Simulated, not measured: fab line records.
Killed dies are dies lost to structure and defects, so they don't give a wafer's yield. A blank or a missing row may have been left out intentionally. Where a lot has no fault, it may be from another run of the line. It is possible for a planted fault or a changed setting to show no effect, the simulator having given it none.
Matching of chambers + flow nand-harc + NHARC_A_CHANNEL_FILL_D2_ALD_14 on ald-hk-03: 4 sister chambers
The step deposits SiO2, target thk 2.5 nm, pulse time 10 s, ald cycles 25. 8 wafers are shown with their chamber, then 8 later ones without.

== WAFERS WITH THEIR CHAMBER ==
| wafer  | chamber | heater-power-w (W) | precursor-pulse-height-rel |
|--------|---------|--------------------|----------------------------|
| L077.5 | 1       | 501                | 0.981                      |
| L080.1 | 2       | 486                | 1.024                      |
| L084.2 | 0       | 511                | 1.002                      |
| L084.5 | 2       | 477                | 0.999                      |
| L088.1 | 1       | 486                | 1.001                      |
| L088.3 | 3       | 556                | 0.990                      |
| L088.4 | 0       | 491                | 0.971                      |
| L090.1 | 3       | 560                | 1.029                      |

== WAFERS WHOSE CHAMBER IS MISSING ==
| wafer  | heater-power-w (W) | precursor-pulse-height-rel |
|--------|--------------------|----------------------------|
| L090.3 | 514                | 1.006                      |
| L090.5 | 477                | 0.994                      |
| L096.1 | 494                | 1.024                      |
| L096.3 | 501                | 1.017                      |
| L096.6 | 480                | 1.022                      |
| L097.1 | 497                | 0.971                      |
| L097.2 | 480                | 0.982                      |
| L097.4 | 491                | 0.982                      |

== WHICH CHAMBER EACH WENT THROUGH ==
| wafer  | from the rows above          | in truth |
|--------|------------------------------|----------|
| L090.3 | can't be placed: 0 or 1 or 2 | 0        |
| L090.5 | can't be placed: 2 or 1 or 0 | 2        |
| L096.1 | can't be placed: 2 or 1 or 0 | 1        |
| L096.3 | can't be placed: 0 or 1 or 2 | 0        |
| L096.6 | can't be placed: 2 or 1      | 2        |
| L097.1 | can't be placed: 0 or 1 or 2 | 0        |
| L097.2 | can't be placed: 2 or 1 or 0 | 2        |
| L097.4 | can't be placed: 1 or 0 or 2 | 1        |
Correctly placed: 0 of 8. These rows do not allow placing 8 (true chamber among the candidates in 8). Wrongly placed: 0.
How it was worked out, from the rows above alone: a wafer's distance from a chamber is the root of the sum, over the readings, of the square of ((its reading less the chamber's mean) divided by the reading's scatter). If the next closest chamber is less than 2 further off than the closest, the wafer can't be placed; otherwise it belongs to the closest. A chamber's mean is the mean of its shown wafers. The scatter: the root of (the sum of the squares of (reading less its chamber's mean) over the shown wafers, divided by (wafers less chambers)).
